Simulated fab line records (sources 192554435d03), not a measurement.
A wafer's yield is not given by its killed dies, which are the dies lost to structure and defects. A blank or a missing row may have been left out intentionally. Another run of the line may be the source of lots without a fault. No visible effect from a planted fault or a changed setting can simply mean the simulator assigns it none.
fab line records | flow n5-finfet
record lots=5 | wafers=15 | last-day=16
route steps=1938 shown MOL_CONTACT_COAG@530 PASSIVATION@1936
lots that met no fault: taken from a fault-free run of the same line
start-h: hours from the record's opening day to when the first of the lot's shown wafers began | wait-h: hours since the lot's step before | " same as the row above | L1.1+2: one row covering several wafers at once | - value missing, or start not given | * or withheld: withheld | < > ~ a bound
route shown NAME@n: a module of which the file shows steps, and the number in the route of the first | usual: mean/standard deviation of fault-free wafers | same: alike in all rows | chamber/n: place in a boat | sites: readings site by site | _std_site: how widely they spread, as a standard deviation | _edge_site: the outer-site mean with the inner-site mean subtracted | radius-mm: for every site, how far away it sits from the centre of the wafer | mask NAME#n: copy n | behind: the last tool/chamber to shape the wafer | hold: what put the lot on hold/how long, in hours/how the hold closed | device: names the non-switching transistor (n, p or np) | end of line: at the end of the route, the tests of the same wafers | for a step that has no rows: nothing shown but its recipe | killed: the dies lost at the first sort to structure and to defects; this is not the yield of the wafer | map: dies across one wafer; x = killed, . = not, _ = none there
set.NAME: setting as actually run; set.NAME@STEP: the setting as run at that earlier step | model.NAME: the simulator's own value behind a step, which no gauge read
lots at some steps of the route; a table a step, a row a wafer
services: a tool's chamber out of use, with start hour (start-h, from the record's first day; less than 0 if before it), hours out, and reason
## steps
# step N5_MOL_CONTACT_COAG_ETCH_59
# recipe chemistry=N2/H2 | target=underlayer | target-depth-a=130 | mask-material=CAR-EUV | time-s=10.4 | ion-energy-ev=200 | pressure-mtorr=30 | source-w=840 | bias-w=150 | n2-flow-sccm=200 | h2-flow-sccm=200 | ends=cleared
# step N5_MOL_CONTACT_COAG_ETCH_105
# recipe chemistry=CF4 | target=SiARC | target-depth-a=156 | mask-material=CAR-EUV | time-s=26 | ion-energy-ev=80 | pressure-mtorr=40 | source-w=545 | bias-w=36 | Ar_flow_sccm=100 | cf4-flow-sccm=100 | ends=cleared
# step N5_MOL_CONTACT_COAG_ETCH_106
# recipe chemistry=N2/H2 | target=SOC | target-depth-a=800 | overetch-a=160 | mask-material=SiARC | temp-c=40 | time-s=120 | ion-energy-ev=200 | pressure-mtorr=30 | source-w=840 | bias-w=150 | n2-flow-sccm=200 | h2-flow-sccm=200
# step N5_MOL_CONTACT_COAG_STRIP_107
# recipe chemistry=N2/H2 | temp-c=40 | n2-flow-sccm=200 | h2-flow-sccm=200 | rf-frequency-hz=6e+07
# step N5_MOL_CONTACT_COAG_STRIP_108
# recipe chemistry=N2/H2 | temp-c=40 | n2-flow-sccm=200 | h2-flow-sccm=200 | rf-frequency-hz=6e+07
# step N5_MOL_CONTACT_COAG_CONTACT_ETCH_14
# recipe chemistry=C4F6/O2 | target=SiO2 | target-depth-a=275 | overetch-a=85 | mask-material=SOC | pressure-mtorr=30 | source-w=370 | bias-w=185 | Ar_flow_sccm=300 | C4F6_flow_sccm=16 | O2_flow_sccm=10 | time-s=20 | ion-energy-ev=259.6
# step N5_MOL_CONTACT_COAG_STRIP_109
# recipe chemistry=C4F6/O2 | resist=SiARC | rf-frequency-hz=6e+07
# step N5_MOL_CONTACT_COAG_ETCH_15
# recipe chemistry=CH3F/O2 | target=SiNx | target-depth-a=70 | mask-material=SOC | stop-on=Si:P | over-etch-frac=0.75 | ion-energy-ev=120 | pressure-mtorr=30 | source-w=395 | bias-w=73 | Ar_flow_sccm=150 | CH3F_flow_sccm=30 | O2_flow_sccm=20
# usual bias-w=72.99/0.22 | drypump-motor-current-A=5.6/0.49 | oes_ar_750_au=0.77/0.049 | oes-product-au=0.56/0.039 | rf-vpp-V=299/6.6 | showerhead-plenum-p-Torr=2.03/0.059 | throttle-valve-pct=16.46/0.21
lot.wafer | tool        | chamber | start-h | wait-h | bias-w | drypump-motor-current-A | oes_ar_750_au | oes-product-au | rf-hours-counter-h | rf-vpp-V | showerhead-plenum-p-Torr | throttle-valve-pct
L216.1    | rie-diel-03 | 0       | 107.46  | 0.0    | 72.84  | 5.7                     | 0.80          | 0.57           | 114                | 296      | 2.09                     | 16.26
L216.3    | "           | 3       | "       | "      | 73.22  | 6.3                     | 0.73          | 0.52           | 207                | 284      | 1.93                     | 16.74
L216.5    | "           | 2       | "       | "      | 73.23  | 5.3                     | 0.80          | 0.59           | -                  | 306      | 2.03                     | 16.63
L218.2    | rie-diel-01 | 1       | 114.38  | 0.0    | 73.17  | 5.2                     | 0.88          | 0.66           | 25                 | 300      | 2.04                     | 16.21
L218.4    | "           | 0       | "       | "      | 73.11  | 6.4                     | 0.81          | 0.61           | 77                 | 302      | 2.03                     | 16.11
L218.5    | "           | 2       | "       | "      | 73.41  | 4.9                     | 0.74          | 0.55           | -                  | 301      | 2.08                     | 16.60
L221.2    | rie-diel-03 | 0       | 126.21  | 0.0    | 73.36  | 5.6                     | 0.79          | 0.56           | 122                | 298      | 2.08                     | 16.26
L221.4    | "           | 0       | "       | "      | 73.41  | 5.7                     | 0.78          | 0.56           | -                  | 296      | 2.08                     | 16.25
L221.5    | "           | 2       | "       | "      | 73.09  | 5.3                     | 0.79          | 0.57           | -                  | 306      | 2.03                     | 16.64
L223.3    | rie-diel-01 | 0       | 137.37  | 0.0    | 72.92  | 6.4                     | 0.80          | 0.60           | 86                 | 301      | 2.02                     | 16.16
L223.5    | "           | 2       | "       | "      | 72.89  | 4.9                     | 0.75          | 0.54           | -                  | 300      | 2.08                     | 16.60
L223.6    | "           | 3       | "       | "      | 73.05  | 5.3                     | 0.72          | 0.53           | -                  | 307      | 2.08                     | 16.37
L230.1    | rie-diel-01 | 3       | 183.64  | 0.0    | 73.09  | 5.3                     | 0.71          | 0.52           | 189                | 306      | 2.08                     | 16.40
L230.5    | "           | 3       | "       | "      | 73.12  | 5.3                     | 0.71          | 0.52           | -                  | 305      | 2.08                     | 16.38
L230.6    | "           | 2       | "       | "      | 73.13  | 5.0                     | 0.73          | 0.53           | -                  | 301      | 2.08                     | 16.63
# step N5_MOL_CONTACT_COAG_ETCH_110
# recipe chemistry=CF4/O2 | target=Si | target-depth-a=25 | time-s=8 | pressure-mtorr=100 | source-w=200 | bias-w=12 | ion-energy-ev=60 | Ar_flow_sccm=100 | cf4-flow-sccm=100 | O2_flow_sccm=10
# step N5_MOL_CONTACT_COAG_STRIP_98
# recipe chemistry=N2/H2 | power-w=500 | temp-c=40 | pressure-mtorr=50 | rf-frequency-hz=6e+07 | overash-fraction=0.3 | bias-power-w=8 | h2-frac=0.5 | n2-flow-sccm=300 | h2-flow-sccm=300
# step N5_MOL_CONTACT_COAG_CD_MEAS_99
# recipe target-cd-nm=17.2 | polarity=opening
# usual cd-nm=17.3/0.31
lot.wafer | tool      | chamber | start-h | wait-h | cd-nm
L216.1    | cd-sem-03 | -       | 107.64  | -      | 16.8
L216.3    | "         | -       | "       | "      | 17.0
L216.5    | "         | -       | "       | "      | 17.3
L218.2    | cd-sem-03 | -       | 114.56  | -      | 17.3
L218.4    | "         | -       | "       | "      | 17.1
L218.5    | "         | -       | "       | "      | 17.8
L221.2    | cd-sem-03 | -       | 126.39  | -      | 17.1
L221.4    | "         | -       | "       | "      | 16.8
L221.5    | "         | -       | "       | "      | 17.1
L223.3    | cd-sem-01 | -       | 137.55  | -      | 17.4
L223.5    | "         | -       | "       | "      | 17.3
L223.6    | "         | -       | "       | "      | 17.5
L230.1    | cd-sem-03 | -       | 183.82  | -      | 17.3
L230.5    | "         | -       | "       | "      | 17.2
L230.6    | "         | -       | "       | "      | 17.1
# step N5_MOL_CONTACT_COAG_IMPLANT_129
# recipe species=Ge | energy-kev=3 | dose-cm2=6e+14 | tilt-deg=0 | rotation-deg=0
# step N5_MOL_CONTACT_COAG_PRECLEAN_111
# recipe chemistry=NF3:NH3 | afs-cycles=1 | temp-c=30 | time-s=20 | sublimation-temp-c=180 | sublimation-time-s=60 | pressure-torr=3 | rf-power-w=30
# same sublimation-time-s=60 | time-s=20
lot.wafer  | tool             | chamber | start-h | wait-h
L216.1+3+5 | remote-plasma-02 | 1       | 108.71  | 1.0
L218.2+4+5 | remote-plasma-01 | 0       | 114.84  | 0.2
L221.2+4+5 | remote-plasma-01 | 0       | 126.67  | 0.2
L223.3+5+6 | remote-plasma-02 | 0       | 137.86  | 0.2
L230.1+5+6 | remote-plasma-01 | 0       | 184.07  | 0.2
# step N5_MOL_CONTACT_COAG_TI_SIL_19
# recipe material=Ti | target-thk-a=42 | temp-c=200 | chamber-pressure-pa=5 | power-w=5000 | time-s=15
# step N5_MOL_CONTACT_COAG_ALD_20
# recipe material=TiN | target-thk-a=15 | temp-c=400 | ald-precursor-family=TiCl4 | ald-co-reactant=NH3 | pulse-time-s=1 | purge-time-s=3 | co-reactant-purge-time-s=2 | co-reactant-pulse-time-s=2 | ald-cycles=68 | pressure-torr=3
# usual chamber-pressure-Torr=3.001/0.0067 | heater-power-w=846/56 | precursor-pulse-height-rel=0.996/0.02
lot.wafer | tool         | chamber | start-h | wait-h | chamber-pressure-Torr | heater-power-w | precursor-pulse-height-rel
L216.1    | ald-metal-03 | 1       | 109.22  | 0.1    | 3.004                 | 771            | 0.997
L216.3    | "            | 0       | "       | "      | 2.996                 | 849            | 1.000
L216.5    | "            | 2       | "       | "      | 2.995                 | 829            | 0.992
L218.2    | ald-metal-03 | 2       | 115.21  | 0.1    | 3.002                 | 813            | 0.961
L218.4    | "            | 1       | "       | "      | 2.999                 | 761            | 1.020
L218.5    | "            | 0       | "       | "      | 2.986                 | 844            | 1.008
L221.2    | ald-metal-03 | 0       | 127.00  | 0.1    | 3.005                 | 861            | 0.978
L221.4    | "            | 1       | "       | "      | 3.009                 | 787            | 1.001
L221.5    | "            | 1       | "       | "      | 3.012                 | 801            | 0.991
L223.3    | ald-metal-03 | 2       | 138.19  | 0.1    | 3.003                 | 834            | 1.008
L223.5    | "            | 1       | "       | "      | 2.996                 | 777            | 0.999
L223.6    | "            | 2       | "       | "      | 3.007                 | 829            | 1.002
L230.1    | ald-metal-01 | 1       | 184.52  | 0.1    | 2.997                 | 915            | 1.005
L230.5    | "            | 3       | "       | "      | 3.009                 | 948            | 0.996
L230.6    | "            | 2       | "       | "      | 2.993                 | 835            | 0.974
# step N5_MOL_CONTACT_COAG_SIL_ANNEAL_21
# recipe temp-c=550 | time-s=60 | ambient=N2
# step N5_MOL_CONTACT_COAG_PRE_CLEAN_141
# recipe gas=H2/He | time-s=60 | temp-c=300
# step N5_MOL_CONTACT_COAG_SPUTTER_143
# recipe material=Co | target-thk-a=25 | temp-c=25 | chamber-pressure-pa=0.2
# step N5_MOL_CONTACT_COAG_CO_FILL_22
# recipe material=Co | target-thk-a=200 | temp-c=200 | precursor=CCTBA/H2 | pressure-torr=30
# step N5_MOL_CONTACT_COAG_ANNEAL_113
# recipe temp-c=400 | time-s=300 | ambient=H2/N2
# usual lamp-power-pct=2.296/0.024 | lamp_zone_7_pct=2.413/0.025 | wafer_temp_C_max=401.7/0.44
# same time-s=300
lot.wafer | tool          | chamber | start-h | wait-h | lamp-power-pct | lamp_zone_7_pct | wafer_temp_C_max
L216.1    | rtp-anneal-01 | 0       | 111.31  | 0.3    | 2.267          | 2.382           | 401.9
L216.3    | "             | 0       | "       | "      | 2.268          | 2.385           | 401.9
L216.5    | "             | 0       | "       | "      | 2.267          | 2.384           | 402.0
L218.2    | rtp-anneal-01 | 0       | 118.04  | 0.5    | 2.268          | 2.383           | 402.9
L218.4    | "             | 0       | "       | "      | 2.266          | 2.383           | 401.5
L218.5    | "             | 0       | "       | "      | 2.269          | 2.380           | 402.2
L221.2    | rtp-anneal-02 | 0       | 128.93  | 0.8    | 2.315          | 2.436           | 400.8
L221.4    | "             | 0       | "       | "      | 2.318          | 2.436           | 401.0
L221.5    | "             | 0       | "       | "      | 2.318          | 2.429           | 401.5
L223.3    | rtp-anneal-02 | 0       | 140.50  | 0.8    | 2.315          | 2.432           | 401.7
L223.5    | "             | 0       | "       | "      | 2.316          | 2.435           | 401.8
L223.6    | "             | 0       | "       | "      | 2.316          | 2.434           | 401.8
L230.1    | rtp-anneal-01 | 0       | 187.23  | 0.3    | 2.265          | 2.389           | 401.9
L230.5    | "             | 0       | "       | "      | 2.271          | 2.384           | 401.3
L230.6    | "             | 0       | "       | "      | 2.267          | 2.380           | 401.7
# step N5_MOL_CONTACT_COAG_PRE_CLEAN_142
# recipe gas=H2/He | time-s=60 | temp-c=300
# step N5_MOL_CONTACT_COAG_SPUTTER_130
# recipe material=Co | target-thk-a=475 | temp-c=25 | chamber-pressure-pa=0.5 | power-w=3000
# step N5_MOL_CONTACT_COAG_PRECLEAN_125
# recipe chemistry=DIW | time-s=57.5 | temp-c=23
# step N5_MOL_CONTACT_COAG_SRD_126
# recipe dry-time-s=32 | dry=n2-spin | spin-rpm=1500
# step N5_MOL_CONTACT_COAG_CMP_23
# recipe stop-on=SiO2 | t-overpolish-s=1.5 | post-cmp-clean=cu-alkaline | down-force-psi=2 | platen-rpm=50.289 | pad-velocity-m-s=1.0006 | target-thk-nm=0
# usual motor-current-A=8.2/0.63 | overpolish-run-s=1.500/0.0091 | slurry-filter-dp-kPa=13.49/0.13 | slurry-flow-ml-min=150.0/0.49 | time-to-endpoint-s=8.3/2.4
# same t-overpolish-s=1.5
lot.wafer | tool   | chamber | start-h | wait-h | motor-current-A | overpolish-run-s | slurry-filter-dp-kPa | slurry-flow-ml-min | time-to-endpoint-s
L216.3    | cmp-04 | 2       | 113.09  | 0.1    | 8.9             | 1.510            | 13.50                | 150.1              | 8.9
L216.1    | "      | 0       | "       | "      | 9.4             | 1.503            | 13.52                | 149.7              | 10.0
L216.5    | "      | 2       | "       | "      | 8.9             | 1.492            | 13.33                | 149.4              | 10.9
L218.2    | cmp-04 | 0       | 119.84  | 0.2    | 9.4             | 1.511            | 13.21                | 149.8              | 9.8
L218.4    | "      | 1       | "       | "      | 8.4             | 1.501            | 13.50                | 150.2              | 13.5
L218.5    | "      | 3       | "       | "      | 7.8             | 1.497            | 13.52                | 149.8              | 11.9
L221.4    | cmp-01 | 3       | 130.60  | 0.0    | 9.0             | 1.504            | 13.54                | 150.2              | 8.4
L221.2    | "      | 2       | "       | "      | 7.1             | 1.506            | 13.55                | 149.2              | 5.9
L221.5    | "      | 0       | "       | "      | 8.2             | 1.511            | 13.46                | 149.9              | 4.7
L223.3    | cmp-01 | 2       | 142.79  | 0.1    | 7.4             | 1.504            | 13.34                | 150.1              | 6.8
L223.6    | "      | 3       | "       | "      | 8.9             | 1.523            | 13.60                | 150.0              | 6.6
L223.5    | "      | 0       | "       | "      | 8.2             | 1.490            | 13.57                | 150.5              | 4.6
L230.1    | cmp-01 | 2       | 189.82  | 0.1    | 7.2             | 1.498            | 13.55                | 149.9              | 7.5
L230.6    | "      | 1       | "       | "      | 7.6             | 1.509            | 13.47                | 150.8              | 9.9
L230.5    | "      | 2       | "       | "      | 7.1             | 1.492            | 13.48                | 149.9              | 8.0
# step N5_MOL_CONTACT_COAG_WET_ETCH_26
# recipe target=Co | target-depth-nm=13
# step N5_MOL_CONTACT_COAG_WET_ETCH_116
# recipe chemistry=SC1-inhibited | target-depth-nm=4.6 | dry=ipa-marangoni | rinse-time-s=30 | rinse-temp-c=23
# step N5_MOL_CONTACT_COAG_ALD_27
# recipe material=SiOC | target-thk-a=170 | temp-c=400 | ald-precursor-family=carbosiloxane | ald-co-reactant=H2-plasma | pulse-time-s=1.5 | time-s=2720 | purge-time-s=2 | co-reactant-purge-time-s=2 | ald-cycles=340 | pressure-torr=2
# step N5_MOL_CONTACT_COAG_CMP_28
# recipe stop-on=SiNx | t-overpolish-s=0.85 | post-cmp-clean=alkaline-brush | down-force-psi=4.15 | platen-rpm=51.8 | pad-velocity-m-s=1.0307 | target-thk-nm=14.522
# step N5_MOL_CONTACT_COAG_THK_MEAS_29
# recipe reads=SiNx_of_GATE_CUT_PECVD_57+SiNx_of_GATE_CUT_SAC_CAP_01
# usual MD_CAP_THK=17.90/0.089
lot.wafer | tool          | chamber | start-h | wait-h | MD_CAP_THK[nm]
L216.1    | film-metro-02 | -       | 116.39  | -      | 17.74
L216.3    | "             | -       | "       | "      | 17.80
L216.5    | "             | -       | "       | "      | 17.90
L218.2    | film-metro-02 | -       | 122.45  | -      | 17.91
L218.4    | "             | -       | "       | "      | 17.95
L218.5    | "             | -       | "       | "      | 17.94
L221.2    | film-metro-02 | -       | 133.29  | -      | 17.87
L221.4    | "             | -       | "       | "      | 17.82
L221.5    | "             | -       | "       | "      | 17.71
L223.3    | film-metro-02 | -       | 145.36  | -      | 17.94
L223.5    | "             | -       | "       | "      | 18.08
L223.6    | "             | -       | "       | "      | 17.88
L230.1    | film-metro-01 | -       | 194.67  | -      | 17.86
L230.5    | "             | -       | "       | "      | 17.90
L230.6    | "             | -       | "       | "      | 17.81
# step N5_MOL_CONTACT_COAG_ALD_123
# recipe material=SiNx | target-thk-a=50 | temp-c=400 | ald-precursor-family=SiH2I2 | ald-co-reactant=N2/H2-plasma | pulse-time-s=1 | purge-time-s=2 | co-reactant-purge-time-s=2 | ald-cycles=100 | pressure-torr=2
# usual chamber-pressure-Torr=2.000/0.004 | heater-power-w=816/63 | precursor-pulse-height-rel=0.998/0.019
lot.wafer | tool       | chamber | start-h | wait-h | chamber-pressure-Torr | heater-power-w | precursor-pulse-height-rel
L216.1    | ald-sin-01 | 0       | 116.50  | 0.1    | 2.000                 | 833            | 0.984
L216.3    | "          | 3       | "       | "      | 2.003                 | 766            | 0.974
L216.5    | "          | 1       | "       | "      | 1.997                 | 919            | 1.016
L218.2    | ald-sin-01 | 0       | 123.08  | 0.6    | 2.002                 | 830            | 0.985
L218.4    | "          | 3       | "       | "      | 2.006                 | 779            | 0.968
L218.5    | "          | 1       | "       | "      | 1.999                 | 906            | 1.006
L221.2    | ald-sin-01 | 3       | 133.32  | 0.0    | 1.996                 | 794            | 0.979
L221.4    | "          | 0       | "       | "      | 2.001                 | 854            | 0.996
L221.5    | "          | 2       | "       | "      | 1.995                 | 728            | 0.987
L223.3    | ald-sin-03 | 3       | 145.39  | 0.0    | 2.002                 | 835            | 1.007
L223.5    | "          | 2       | "       | "      | 2.009                 | 714            | 0.988
L223.6    | "          | 1       | "       | "      | 2.004                 | 821            | 0.971
L230.1    | ald-sin-01 | 2       | 194.79  | 0.1    | 2.002                 | 738            | 1.011
L230.5    | "          | 0       | "       | "      | 2.000                 | 799            | 0.987
L230.6    | "          | 3       | "       | "      | 2.001                 | 766            | 0.994
# step N5_MOL_CONTACT_COAG_PECVD_31
# recipe material=SiO2 | target-thk-a=460 | temp-c=400 | precursor=TEOS/O2 | pressure-torr=6.5 | rf-w=withheld | teos-flow-sccm=withheld | gas=O2 | flow-sccm=2650 | time-s=8.9
# step N5_MOL_CONTACT_COAG_COAT_75
# recipe resist=SOC | temp-c=250 | time-s=60 | spin-rpm=1500 | resist-thk-nm=60
# step N5_MOL_CONTACT_COAG_COAT_76
# recipe resist=SiARC | temp-c=220 | time-s=60 | spin-rpm=1500 | resist-thk-nm=10
# step N5_MOL_CONTACT_COAG_COAT_77
# recipe resist=underlayer | temp-c=205 | time-s=60 | spin-rpm=1500 | resist-thk-nm=10
# step N5_MOL_CONTACT_COAG_COAT_78
# recipe resist=CAR-EUV | spin-rpm=1500 | resist-thk-nm=40
# step N5_MOL_CONTACT_COAG_EBR_80
# recipe solvent=PGMEA | ebr-width-mm=1.5
# step N5_MOL_CONTACT_COAG_SOFTBAKE_79
# recipe temp-c=110 | time-s=60 | resist=CAR-EUV
# step N5_MOL_CONTACT_COAG_EXPOSE_81
# recipe mask-id=VG | na=0.33 | source-shape=annular | sigma-inner=0.3 | sigma-outer=0.7 | polarization=unpolarized | defocus-nm=0 | dose-mj=59.5
# step N5_MOL_CONTACT_COAG_PEB_82
# recipe peb-temp-c=100 | peb-time-s=60 | resist=CAR-EUV
# step N5_PASSIVATION_PROBE_49
# usual defect-limited-yield=91.7/1.5 | killed_at_M0_to_M3=32/10 | killed_at_M4_up=14/5.3 | killed-at-contacts=13/5.7 | killed-at-front-end=37/10 | killed-at-other=3.3/2.5 | killed-dies=98/18 | killed-open=65/13 | killed-short=31/7.5 | sort_bin_5_function=4.9/0.91 | sort_bin_6_memory=3.1/0.71 | sort_bin_8_speed=0.00/0.017 | sort-n-pass=1082/18 | sort-yield-pct=91.7/1.5
# same gross-dies=1180 | killed-at-back-side=0 | sort_bin_4_leakage[%]=0
lot.wafer | tool      | chamber | start-h | wait-h | defect-limited-yield[%] | killed_at_M0_to_M3 | killed_at_M4_up | killed-at-contacts | killed-at-front-end | killed-at-other | killed-dies | killed-open | killed-short | sort_bin_5_function[%] | sort_bin_6_memory[%] | sort_bin_8_speed[%] | sort-n-pass | sort-yield-pct[%]
L218.2    | prober-01 | -       | 300.43  | 0.1    | 92.3                    | 28                 | 14              | 6                  | 39                  | 4               | 91          | 57          | 27           | 4.7                    | 2.1                  | 0                   | 1089        | 92.3
L218.4    | prober-01 | -       | 300.53  | 0.2    | 94.5                    | 18                 | 4               | 12                 | 29                  | 2               | 65          | 46          | 19           | 3.1                    | 2.4                  | 0                   | 1115        | 94.5
L218.5    | prober-01 | -       | 300.58  | 0.2    | 92.5                    | 24                 | 11              | 11                 | 41                  | 2               | 89          | 63          | 19           | 4.1                    | 2.8                  | 0                   | 1091        | 92.5
L223.3    | prober-01 | -       | 333.05  | 0.1    | 95.1                    | 17                 | 3               | 10                 | 28                  | 0               | 58          | 36          | 22           | 2.6                    | 2.2                  | 0                   | 1122        | 95.1
L223.5    | prober-01 | -       | 333.15  | 0.2    | 92.1                    | 41                 | 15              | 12                 | 23                  | 2               | 93          | 70          | 23           | 5.3                    | 2.5                  | 0                   | 1087        | 92.1
L223.6    | prober-01 | -       | 333.20  | 0.3    | 90.5                    | 42                 | 12              | 13                 | 40                  | 5               | 112         | 69          | 40           | 5.6                    | 3.3                  | 0                   | 1068        | 90.5
L230.1    | prober-01 | -       | 386.55  | 0.0    | 79.2                    | 31                 | 13              | 162                | 38                  | 2               | 246         | 56          | 32           | 12.2                   | 4.1                  | 0                   | 934         | 79.2
L230.5    | prober-01 | -       | 386.75  | 0.2    | 80.3                    | 29                 | 9               | 154                | 38                  | 2               | 232         | 48          | 28           | 11.9                   | 3.4                  | 0                   | 948         | 80.3
L230.6    | prober-01 | -       | 386.80  | 0.3    | 79.2                    | 24                 | 11              | 168                | 39                  | 3               | 245         | 50          | 33           | 12.5                   | 4.0                  | 0                   | 935         | 79.2
# killed by level:class
L218.2 BEOL_M0_SAQP:geometric-particle:open=8 FIN_SAQP:geometric-particle:short=7 DUMMY_GATE:geometric-particle:open=7 BEOL_M0_SAQP:geometric-particle:short=7 BEOL_M4:geometric-particle:open=7 FIN_SAQP:geometric-particle:open=6 HKMG_FIN:area-etch=6 BEOL_M2:geometric-particle:open=5
L218.4 MOL_CONTACT_COAG:geometric-particle:open=11 BEOL_M0_SAQP:geometric-particle:open=8 STI_FIN_REVEAL:geometric-particle:open=7 BEOL_M1:geometric-particle:open=5 BEOL_M0_SAQP:geometric-particle:short=4 DUMMY_GATE:geometric-particle:short=3 DUMMY_GATE:geometric-particle:open=3 FIN_SAQP:geometric-particle:open=2
L218.5 MOL_CONTACT_COAG:geometric-particle:open=10 STI_FIN_REVEAL:geometric-particle:open=7 HKMG_FIN:area-etch=7 BEOL_M0_SAQP:geometric-particle:short=6 BEOL_M2:geometric-particle:open=6 BEOL_M4:geometric-particle:open=6 FIN_SAQP:geometric-particle:open=5 DUMMY_GATE:geometric-particle:open=5
L223.3 MOL_CONTACT_COAG:geometric-particle:open=8 FIN_SAQP:geometric-particle:short=5 STI_FIN_REVEAL:geometric-particle:open=5 BEOL_M3:geometric-particle:open=5 BEOL_M0_SAQP:geometric-particle:short=4 STARTING-WAFER:geometric-particle:short=4 GATE_CUT:geometric-particle:open=3 FIN_SAQP:geometric-particle:open=2
L223.5 MOL_CONTACT_COAG:geometric-particle:open=11 BEOL_M0_SAQP:geometric-particle:open=11 BEOL_M4:geometric-particle:open=9 STI_FIN_REVEAL:geometric-particle:open=7 BEOL_M0_SAQP:geometric-particle:short=6 BEOL_M2:geometric-particle:open=6 BEOL_M3:geometric-particle:open=6 BEOL_M2:geometric-particle:short=5
L223.6 BEOL_M2:geometric-particle:open=17 MOL_CONTACT_COAG:geometric-particle:open=11 FIN_SAQP:geometric-particle:short=9 BEOL_M4:geometric-particle:open=8 STI_FIN_REVEAL:geometric-particle:open=7 BEOL_M0_SAQP:geometric-particle:short=7 STI_FIN_REVEAL:geometric-particle:short=6 BEOL_M0_SAQP:geometric-particle:open=6
L230.1 MOL_CONTACT_COAG:unspecified=155 FIN_SAQP:geometric-particle:short=10 DUMMY_GATE:geometric-particle:open=9 FIN_SAQP:geometric-particle:open=6 MOL_CONTACT_COAG:geometric-particle:open=5 BEOL_M1:geometric-particle:open=5 BEOL_M2:geometric-particle:open=5 STI_FIN_REVEAL:geometric-particle:open=4
L230.5 MOL_CONTACT_COAG:unspecified=151 FIN_SAQP:geometric-particle:short=13 FIN_SAQP:geometric-particle:open=9 BEOL_M0_SAQP:geometric-particle:open=9 BEOL_M2:geometric-particle:open=9 DUMMY_GATE:geometric-particle:open=5 BEOL_M0_SAQP:geometric-particle:short=5 BEOL_M3:geometric-particle:open=3
L230.6 MOL_CONTACT_COAG:unspecified=159 FIN_SAQP:geometric-particle:open=13 FIN_SAQP:geometric-particle:short=8 MOL_CONTACT_COAG:geometric-particle:open=6 BEOL_M0_SAQP:geometric-particle:short=6 BEOL_M0_SAQP:geometric-particle:open=6 DUMMY_GATE:geometric-particle:open=3 MOL_CONTACT_COAG:geometric-particle:short=3
# map L230.1 (x killed, . not)
_________________............________________
______________...........x..x..._____________
___________...x.................x..__________
__________......x......x....x......._________
________.............................x_______
_______...x..x.........................______
______.................................._____
_____...........x...x...........x..x.....____
____..x..................x......x.........___
___x....................x..................__
___.x......................................__
__..x...xxx....xx...x.............x.......x._
__x.........x.......x......................._
_........x...............xx.........x........
_..x.............................x.x......x..
_..........x....x.....x.....x....x...........
_..x...............x.....x......x............
_...x.............x..x........x....x...x.....
_........xx.xxxxx............x...x...........
_.x.....xxxxxxxxxxx.....x..........x.x...xx..
_.......xxxxxxxxxxx.x....................x...
__....x.xxxxxxxxxxxxx.x............x........_
__...xxxxxxxxxxxxxxxxx...........x.........._
___..x.xxxxxxxxxxxxxxxx...x..x........x...x__
___..xxxxxxxxxxxxxxxxxx....................__
____...xxxxxxxxxxxxxxxx...................___
_____..xxxxxxxxxxxxxx.x....x......x......____
______...xxxxxxxxxxxx..................._____
_______...xxxxxxxxxxxx..x..............______
________x.xxx.xxxx......x........x...._______
__________x..x.x.x....x............._________
___________............xx..........__________
______________.................._____________
_________________...x...x.x.x________________
# map L218.2 (x killed, . not)
_________________....x.x.....________________
______________.x.x..........x..._____________
___________...........x............__________
__________..x........x..x.....x.x..._________
________..x.............x....x........_______
_______...............xx..............x______
______...x.....x.......................x_____
_____............................x.......____
____.........x.........x.........x........___
___..........xx............................__
___..................x............x.......x__
__....x........x......x..........x.........._
__...................x......................_
_..xx..............x.........................
_..x.....................x.x..........x......
_...xxx....x..x...............x........x.....
_...x....................................x...
_.................x....x.....................
_......x......x....x.........................
_............x...............x...............
_..................x........x................
__...........x..........x.....x............._
__.............x...............x.....x.x...._
___............x..........x..............x.__
___................x.......................__
____xx....x....x.....x................x...___
_____....................................____
______...x......x.....x.....x..........._____
_______........................x...x...______
________........x.x...........xx......_______
__________...........x.............._________
___________.......................x__________
______________.x....x.......x..._____________
_________________............________________
## services
tool             | chamber | start-h | hours | kind
cmp-01           | -       | 83.57   | 2.8   | repair
ald-sin-03       | -       | 87.38   | 14.0  | pm
ald-sin-03       | 0       | 87.38   | 14.0  | vent-cycle
ald-sin-03       | 1       | 87.38   | 14.0  | vent-cycle
ald-sin-03       | 2       | 87.38   | 14.0  | vent-cycle
ald-sin-03       | 3       | 87.38   | 14.0  | vent-cycle
rie-diel-01      | 3       | 100.79  | 8.7   | repair
cmp-04           | -       | 104.34  | 7.8   | pm
remote-plasma-02 | -       | 114.21  | 1.0   | repair
ald-metal-03     | -       | 134.31  | 1.2   | repair
rie-diel-01      | -       | 135.57  | 0.8   | repair
cmp-01           | -       | 148.29  | 4.8   | pm
ald-metal-03     | 3       | 155.03  | 46.2  | repair
rie-diel-01      | 0       | 168.70  | 6.0   | repair
cmp-01           | -       | 172.77  | 16.3  | pm
ald-sin-01       | -       | 178.19  | 14.0  | pm
ald-sin-01       | 0       | 178.19  | 14.0  | vent-cycle
ald-sin-01       | 1       | 178.19  | 14.0  | vent-cycle
ald-sin-01       | 2       | 178.19  | 14.0  | vent-cycle
ald-sin-01       | 3       | 178.19  | 14.0  | vent-cycle
ald-sin-01       | 0       | 192.19  | -     | clean
ald-sin-01       | 1       | 192.19  | -     | clean
ald-sin-01       | 2       | 192.19  | -     | clean
ald-sin-01       | 3       | 192.19  | -     | clean
## key
first-sign step=N5_PASSIVATION_PROBE_49 | reading=killed-at-contacts | direction=up | sigmas=26 | usual=13 | struck=161
effect step=N5_PASSIVATION_PROBE_49 | reading=defect-limited-yield | direction=down | sigmas=8.1 | usual=91.7 | struck=79.6
more-kills-born-at N5_MOL_CONTACT_COAG_PRECLEAN_111@remote-plasma-01=465
met-at N5_MOL_CONTACT_COAG_PRECLEAN_111
struck-wafers L230.1,L230.5,L230.6
onset-between 126.67 184.07
also-fits time
fault kind=chamber-particle-source | tool=remote-plasma-01 | chamber=0 | onset-h=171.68 | steps=N5_MOL_CONTACT_COAG_PRECLEAN_111 | rate-per-visit-cm2=2.1036 | end-h=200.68
